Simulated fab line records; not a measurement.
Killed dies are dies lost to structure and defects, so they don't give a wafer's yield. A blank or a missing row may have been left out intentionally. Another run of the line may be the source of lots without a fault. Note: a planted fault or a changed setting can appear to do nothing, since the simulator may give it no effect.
Chamber matching | flow n5-finfet | 4 sister chambers for N5_ILD0_CMP_03 on cmp-01
The step polishes, stops on SiNx, t overpolish 1.9 s, target thk 197.38 nm. 4 wafers are shown with their chamber, then 8 later ones without.

== EACH WAFER AND ITS CHAMBER ==
wafer  | chamber | motor-current-A (A)
L079.2 | 1       | 10.2
L086.4 | 0       | 13.2
L086.6 | 2       | 13.2
L089.1 | 3       | 9.7

== WAFERS WITH NO CHAMBER GIVEN ==
wafer  | motor-current-A (A)
L089.3 | 11.9
L089.6 | 10.2
L092.2 | 13.0
L092.3 | 9.3
L092.5 | 10.0
L097.1 | 12.0
L097.3 | 9.8
L097.4 | 10.0

== EACH ONE'S CHAMBER ==
wafer  | from the rows above               | in truth
L089.3 | can't be placed: 0 or 2 or 1 or 3 | 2
L089.6 | can't be placed: 1 or 3           | 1
L092.2 | can't be placed: 0 or 2           | 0
L092.3 | can't be placed: 3 or 1           | 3
L092.5 | can't be placed: 1 or 3           | 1
L097.1 | can't be placed: 0 or 2 or 1 or 3 | 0
L097.3 | can't be placed: 3 or 1           | 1
L097.4 | can't be placed: 1 or 3           | 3
Placed correctly: 0 of 8. Cannot be placed on the basis of these rows: 8; the candidates contain the true chamber in 8. Placed wrongly: 0.
How it was worked out, from the rows above alone: a wafer's distance from a chamber is the root of the sum, over the readings, of the square of ((its reading less the chamber's mean) divided by the reading's scatter). If the next closest chamber is less than 2 further off than the closest, the wafer can't be placed; otherwise it belongs to the closest. A chamber's mean is the mean of its shown wafers. The scatter (one wafer shown for each chamber): square how far every hidden wafer sits from the nearest shown wafer, average those squares and take the square root.
